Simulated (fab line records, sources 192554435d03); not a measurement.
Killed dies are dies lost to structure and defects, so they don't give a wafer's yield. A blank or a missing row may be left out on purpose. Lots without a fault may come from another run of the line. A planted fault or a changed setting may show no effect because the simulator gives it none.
Chamber matching | flow n5_finfet | N5_BEOL_M10_ETCH_62 on rie_diel-01: 4 sister chambers
The step etches SOC in N2/H2, target depth 110 nm, overetch 22 nm, time 165 s. 18 wafers are shown with their chamber, then 9 later ones without.

WAFERS WITH THEIR CHAMBER
wafer  | chamber | showerhead_plenum_p_Torr (Torr) | throttle_valve_pct (%) | oes_product_au (a.u.)
L077.1 | 3       | 2.70                            | 17.55                  | 0.76
L077.3 | 1       | 2.65                            | 17.67                  | 0.65
L077.5 | 0       | 2.52                            | 17.85                  | 0.64
L080.1 | 1       | 2.65                            | 17.66                  | 0.65
L080.2 | 3       | 2.70                            | 17.57                  | 0.76
L080.6 | 1       | 2.65                            | 17.67                  | 0.65
L081.2 | 3       | 2.69                            | 17.59                  | 0.75
L081.4 | 1       | 2.64                            | 17.66                  | 0.65
L081.5 | 3       | 2.69                            | 17.57                  | 0.74
L082.2 | 1       | 2.64                            | 17.67                  | 0.64
L082.4 | 0       | 2.52                            | 17.88                  | 0.64
L082.6 | 0       | 2.52                            | 17.86                  | 0.64
L083.2 | 3       | 2.69                            | 17.58                  | 0.74
L083.4 | 2       | 2.57                            | 17.73                  | 0.74
L083.5 | 0       | 2.52                            | 17.87                  | 0.64
L084.1 | 1       | 2.64                            | 17.67                  | 0.64
L084.3 | 2       | 2.57                            | 17.73                  | 0.74
L084.4 | 0       | 2.52                            | 17.87                  | 0.64

SIGNATURES (means of the wafers above)
reading                  | chamber 0 | chamber 1 | chamber 2 | chamber 3 | scatter within a chamber
showerhead_plenum_p_Torr | 2.5200    | 2.6450    | 2.5700    | 2.6940    | 0.00439
throttle_valve_pct       | 17.8660   | 17.6667   | 17.7300   | 17.5720   | 0.0105
oes_product_au           | 0.6400    | 0.6467    | 0.7400    | 0.7500    | 0.00617
Rule: a wafer's distance from a chamber is the root of the sum, over the readings, of the square of ((its reading less the chamber's mean) divided by the reading's scatter). The wafer belongs to the nearest chamber; if the next one is less than 2 further off, it can't be placed. The scatter: the root of (the sum of the squares of (reading less its chamber's mean) over the shown wafers, divided by (wafers less chambers)).

WAFERS WITHOUT THEIR CHAMBER
wafer  | showerhead_plenum_p_Torr (Torr) | throttle_valve_pct (%) | oes_product_au (a.u.)
L085.3 | 2.56                            | 17.76                  | 0.72
L085.5 | 2.64                            | 17.70                  | 0.64
L085.6 | 2.51                            | 17.87                  | 0.63
L087.2 | 2.56                            | 17.75                  | 0.73
L087.4 | 2.64                            | 17.70                  | 0.63
L087.6 | 2.56                            | 17.76                  | 0.72
L094.4 | 2.63                            | 17.71                  | 0.63
L094.5 | 2.51                            | 17.91                  | 0.63
L094.6 | 2.63                            | 17.71                  | 0.63

WHICH CHAMBER EACH WENT THROUGH
wafer  | from the rows above | in truth
L085.3 | 2                   | 2
L085.5 | 1                   | 1
L085.6 | 0                   | 0
L087.2 | 2                   | 2
L087.4 | 1                   | 1
L087.6 | 2                   | 2
L094.4 | 1                   | 1
L094.5 | 0                   | 0
L094.6 | 1                   | 1
Placed correctly: 9 of 9. Can't be placed from these rows: 0. Placed wrongly: 0.
